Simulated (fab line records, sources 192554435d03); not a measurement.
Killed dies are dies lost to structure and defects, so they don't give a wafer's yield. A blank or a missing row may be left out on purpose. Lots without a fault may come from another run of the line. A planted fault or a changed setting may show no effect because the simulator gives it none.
Chamber matching | flow n5_finfet | N5_BEOL_M8_DEP_56 on pecvd-03: 3 sister chambers
The step deposits SiCN from 3MS/NH3, target thk 10 nm, time 17.5 s. 6 wafers are shown with their chamber, then 7 later ones without.

WAFERS WITH THEIR CHAMBER
wafer  | chamber | throttle_valve_pct (%) | showerhead_plenum_p_Torr (Torr)
L081.1 | 0       | 9.2                    | 3.657
L081.6 | 0       | 9.6                    | 3.661
L086.2 | 1       | 9.3                    | 3.665
L086.5 | 1       | 8.9                    | 3.666
L091.2 | 2       | 8.6                    | 3.664
L091.5 | 2       | 8.5                    | 3.671

WAFERS WITHOUT THEIR CHAMBER
wafer  | throttle_valve_pct (%) | showerhead_plenum_p_Torr (Torr)
L091.6 | 9.2                    | 3.675
L094.1 | 9.2                    | 3.659
L094.3 | 8.6                    | 3.671
L094.4 | 9.3                    | 3.669
L097.1 | 8.5                    | 3.676
L097.5 | 9.4                    | 3.659
L097.6 | 9.0                    | 3.677

WHICH CHAMBER EACH WENT THROUGH
wafer  | from the rows above          | in truth
L091.6 | can't be placed: 1 or 2      | 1
L094.1 | can't be placed: 0 or 1      | 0
L094.3 | can't be placed: 2 or 1      | 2
L094.4 | can't be placed: 1 or 0 or 2 | 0
L097.1 | can't be placed: 2 or 1      | 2
L097.5 | 0                            | 0
L097.6 | can't be placed: 2 or 1      | 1
Placed correctly: 1 of 7. Can't be placed from these rows: 6 (the true chamber is among the candidates in 6). Placed wrongly: 0.
How it was worked out, from the rows above alone: a wafer's distance from a chamber is the root of the sum, over the readings, of the square of ((its reading less the chamber's mean) divided by the reading's scatter). The wafer belongs to the nearest chamber; if the next one is less than 2 further off, it can't be placed. A chamber's mean is the mean of its shown wafers. The scatter: the root of (the sum of the squares of (reading less its chamber's mean) over the shown wafers, divided by (wafers less chambers)).
